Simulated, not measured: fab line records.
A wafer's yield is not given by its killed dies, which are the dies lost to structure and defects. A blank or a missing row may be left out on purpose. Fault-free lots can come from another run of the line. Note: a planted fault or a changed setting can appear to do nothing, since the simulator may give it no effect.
Which of the tools did it?	flow nand_harc	13 lots with 39 wafers sampled at 5 steps, on a route of 1302 steps

WHAT THE GAUGES SHOWED, per wafer
NHARC_THIN_TSV_CD_MEAS_12 targets a cd of 1000 nm.
lot	measured	on	cd_nm (nm)
L493	day 23 23:17	cd_sem-01	1001.2 1001.3 1002.1
L495	day 24 09:16	cd_sem-02	999.9 998.6 1002.5
L496	day 24 23:42	cd_sem-01	1001.7 1002.6 1001.9
L497	day 24 22:35	cd_sem-02	1000.3 999.0 998.8
L498	day 25 14:30	cd_sem-01	999.7 999.0 997.4
L499	day 25 23:15	cd_sem-03	1003.1 998.4 1001.0
L500	day 26 07:24	cd_sem-03	1002.2 1001.4 1002.9
L508	day 31 01:31	cd_sem-03	996.2 999.6
L509	day 31 02:29	cd_sem-02	999.6 999.0
L510	day 31 13:28	cd_sem-01	998.8 1000.2 1001.1
L512	day 32 04:20	cd_sem-02	1000.9 1001.9 999.5
L511	day 31 17:47	cd_sem-03	999.6 1005.2 1001.1
L514	day 34 00:00	cd_sem-02	998.3 1000.2 997.6

NHARC_THIN_TSV_CD_MEAS_16.
lot	measured	on	cd_nm (nm)
L493	day 24 00:15	cd_sem-02	1001.2 1002.7 1002.1
L495	day 24 10:15	cd_sem-02	1000.3 997.6 1002.2
L496	day 25 00:40	cd_sem-01	1000.6 1002.7 1001.1
L497	day 24 23:34	cd_sem-02	999.1 997.2 999.3
L498	day 25 15:28	cd_sem-02	1001.2 999.6 997.8
L499	day 26 00:13	cd_sem-02	1002.7 998.0 1000.3
L500	day 26 08:22	cd_sem-02	1002.8 1002.0 1003.9
L508	day 31 02:29	cd_sem-03	997.3 1000.4
L509	day 31 03:26	cd_sem-02	999.6 998.9
L510	day 31 14:26	cd_sem-02	998.8 999.7 1001.5
L512	day 32 05:17	cd_sem-02	1000.6 1001.9 1000.2
L511	day 31 18:45	cd_sem-02	998.7 1006.9 1000.4
L514	day 34 00:58	cd_sem-02	997.2 1000.6 999.9

NHARC_END_SORT_01.
lot	measured	on	defect_limited_yield (%)	killed_at_array	killed_at_other	killed_at_periphery	killed_dies	killed_open	killed_short
L493	day 24 18:54	prober-01	86 85 89	90 102 71	0 0 2	3 1 3	93 103 76	2 4 1	2 0 1
L495	day 25 01:46	prober-02	93 91 92	44 57 52	0 0 1	6 3 3	50 60 56	5 4 6	0 1 4
L496	day 25 13:47	prober-02	87 89 86	84 74 91	0 0 0	4 3 4	88 77 95	3 2 10	1 2 2
L497	day 25 14:33	prober-01	84 85 85	108 103 101	0 0 0	3 1 0	111 104 101	3 1 0	4 3 1
L498	day 26 06:21	prober-01	84 85 86	103 92 83	2 0 3	5 10 8	110 102 94	2 3 0	3 2 0
L499	day 26 16:31	prober-02	96 96 97	21 23 20	0 0 1	6 1 2	27 24 23	3 3 3	3 1 2
L500	day 26 23:11	prober-01	84 83 82	100 117 118	0 0 3	6 1 3	106 118 124	6 5 6	4 0 6
L509	day 31 19:34	prober-02	0 90 91	56 62 56	2 4 0	616 4 3	674 70 59	1 2 2	2 2 1
L510	day 32 08:10	prober-02	93 92 92	46 49 50	0 0 0	4 4 5	50 53 55	6 1 2	1 4 5
L512	day 33 04:20	prober-02	86 86 87	90 97 89	1 0 1	5 1 0	96 98 90	4 3 2	4 2 4
L511	day 32 05:50	prober-01	91 92 93	60 48 44	0 1 0	4 2 3	64 51 47	1 0 2	2 1 0
L514	day 34 16:57	prober-01	94 91 93	40 51 40	0 0 0	3 7 5	43 58 45	1 6 1	1 1 2

TOOL THAT RAN EACH LOT (tool first, then ch and the chambers of the sampled wafers, then the start)
lot	NHARC_P_M0_PVD_21	NHARC_THIN_TSV_ETCHBACK_48
L493	pvd_sputter-02, day 6 02:26	rie_diel-10 ch 0,3, day 24 01:31
L495	pvd_sputter-02, day 6 18:41	rie_diel-07 ch 1,2, day 24 11:34
L496	pvd_sputter-01, day 7 10:46	rie_diel-10 ch 0,1,2, day 25 01:56
L497	pvd_sputter-02, day 7 15:49	rie_diel-10 ch 0,3, day 25 00:55
L498	pvd_sputter-02, day 8 02:35	rie_diel-05 ch 0,2,3, day 25 16:46
L499	pvd_sputter-02, day 8 14:16	rie_diel-07 ch 0,3, day 26 01:42
L500	pvd_sputter-03, day 8 22:38	rie_diel-10 ch 1,2, day 26 09:41
L508	pvd_sputter-03, day 12 21:25	rie_diel-07 ch 1,2, day 31 03:53
L509	pvd_sputter-03, day 12 23:03	rie_diel-05 ch 2,3, day 31 04:45
L510	pvd_sputter-02, day 13 07:14	rie_diel-07 ch 0,1,2, day 31 15:51
L512	pvd_sputter-01, day 13 21:14	rie_diel-05 ch 0,1, day 32 06:34
L511	pvd_sputter-02, day 13 21:40	rie_diel-05 ch 1,2, day 31 20:04
L514	pvd_sputter-02, day 15 04:00	rie_diel-05 ch 0,1,2, day 34 02:24
- NHARC_P_M0_PVD_21: deposits Cu, target thk 30 nm, time 20.49 s.
- NHARC_THIN_TSV_ETCHBACK_48: etches the open film in C4F8/Ar, target depth 1028.5 nm, time 405.17 s.

AS READ BY THE TOOLS THEMSELVES (means over the sampled wafers that have a number; for cases with no such wafer, the mark the record gives instead)
NHARC_P_M0_PVD_21.
lot	tool	throttle_valve_pct (%)
L493	pvd_sputter-02	30.3
L495	pvd_sputter-02	30.2
L496	pvd_sputter-01	29.5
L497	pvd_sputter-02	30.7
L498	pvd_sputter-02	30.5
L499	pvd_sputter-02	30.4
L500	pvd_sputter-03	29.9
L508	pvd_sputter-03	30.0
L509	pvd_sputter-03	30.4
L510	pvd_sputter-02	30.4
L512	pvd_sputter-01	29.3
L511	pvd_sputter-02	30.3
L514	pvd_sputter-02	30.8

NHARC_THIN_TSV_ETCHBACK_48.
lot	tool	bias_w (W)	oes_product_au (a.u.)	rf_vpp_V (V)
L493	rie_diel-10	300.4	0.94	549
L495	rie_diel-07	300.1	0.94	548
L496	rie_diel-10	300.1	0.93	545
L497	rie_diel-10	300.2	0.94	547
L498	rie_diel-05	299.6	1.01	551
L499	rie_diel-07	301.0	0.93	551
L500	rie_diel-10	299.3	1.00	542
L508	rie_diel-07	299.4	0.94	548
L509	rie_diel-05	299.9	0.94	550
L510	rie_diel-07	299.6	1.01	549
L512	rie_diel-05	300.6	0.94	548
L511	rie_diel-05	300.0	0.93	548
L514	rie_diel-05	300.0	0.93	549

THE ANSWER, worked out from the rows above alone
Rule: usual is defined by the lots themselves. Put in order of their means at a reading, lots are off if they are a third of the lots or fewer, leave a main group of 4 or more, and stand apart from it by a gap of 3 or more times the standard deviation of the main group's means; of several such gaps the widest counts. Not used: any main group whose means are identical at the precision the tables above print for the reading. Also off: a lot with no number at a reading for which 4 or more lots have one. Where the step has rows for the other lots, those lots are counted as sound. First the gauges in route order, then the tools' own readings, where a lot's mean is used as printed above. The first step at which some lot is off is used, and at that step the reading that is off furthest; a lot without a number counts as furthest.
Off: L509 (NHARC_END_SORT_01, killed_at_periphery). The main group has a mean of 3.6 with a standard deviation of 1.6. Neither off nor sound, because the step has no rows for them: L508.
If a tool, at a process step before that reading, ran all the lots that are off and no sound lot after the first of them, it fits. The gauges at NHARC_END_SORT_01 are tried like those tools. One fits: NHARC_P_M0_PVD_21 on pvd_sputter-03. A fault onset in the window from L500 (day 8 22:38, its last sound lot) to L509 (day 12 23:03, its first lot off) fits.

WHAT WAS PUT IN BY THE SIMULATOR
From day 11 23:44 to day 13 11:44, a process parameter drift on pvd_sputter-03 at NHARC_P_M0_PVD_21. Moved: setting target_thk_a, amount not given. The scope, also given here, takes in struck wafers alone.
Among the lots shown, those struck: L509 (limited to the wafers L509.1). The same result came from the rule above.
